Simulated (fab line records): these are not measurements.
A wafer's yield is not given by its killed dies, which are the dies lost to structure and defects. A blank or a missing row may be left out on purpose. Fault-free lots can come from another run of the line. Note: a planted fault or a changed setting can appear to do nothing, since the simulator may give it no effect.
Chamber matching :: flow n5-finfet :: 4 sister chambers for N5_GATE_CUT_ETCH_58 on rie-diel-02
The step etches SiNx in CH3F/O2, target depth 17 nm, time 128.6 s. 4 wafers are shown with their chamber, then 8 later ones without.

== WAFERS, EACH WITH ITS CHAMBER ==
wafer: L089.6
chamber: 2
drypump-motor-current-A (A): 6.1

wafer: L088.1
chamber: 3
drypump-motor-current-A (A): 4.7

wafer: L088.6
chamber: 1
drypump-motor-current-A (A): 6.4

wafer: L092.2
chamber: 0
drypump-motor-current-A (A): 5.8

== WAFERS WITHOUT THEIR CHAMBER ==
wafer: L092.4
drypump-motor-current-A (A): 5.8

wafer: L092.5
drypump-motor-current-A (A): 6.1

wafer: L095.1
drypump-motor-current-A (A): 5.7

wafer: L095.3
drypump-motor-current-A (A): 6.1

wafer: L095.6
drypump-motor-current-A (A): 6.1

wafer: L096.2
drypump-motor-current-A (A): 5.7

wafer: L096.4
drypump-motor-current-A (A): 4.7

wafer: L096.6
drypump-motor-current-A (A): 6.1

== CHAMBER TAKEN BY EACH ==
wafer: L092.4
from the rows above: 0
in truth: 0

wafer: L092.5
from the rows above: 2
in truth: 2

wafer: L095.1
from the rows above: 0
in truth: 0

wafer: L095.3
from the rows above: 2
in truth: 2

wafer: L095.6
from the rows above: 2
in truth: 2

wafer: L096.2
from the rows above: 0
in truth: 0

wafer: L096.4
from the rows above: 3
in truth: 3

wafer: L096.6
from the rows above: 2
in truth: 2
Correctly placed: 8 of 8. Not placeable from these rows: 0. 0 placed wrongly.
How it was worked out, from the rows above alone: a wafer's distance from a chamber is the root of the sum, over the readings, of the square of ((its reading less the chamber's mean) divided by the reading's scatter). If the next closest chamber is less than 2 further off than the closest, the wafer can't be placed; otherwise it belongs to the closest. For every chamber, the mean is computed from those of its wafers that are shown. The scatter (one wafer shown for each chamber): square how far every hidden wafer sits from the nearest shown wafer, average those squares and take the square root.
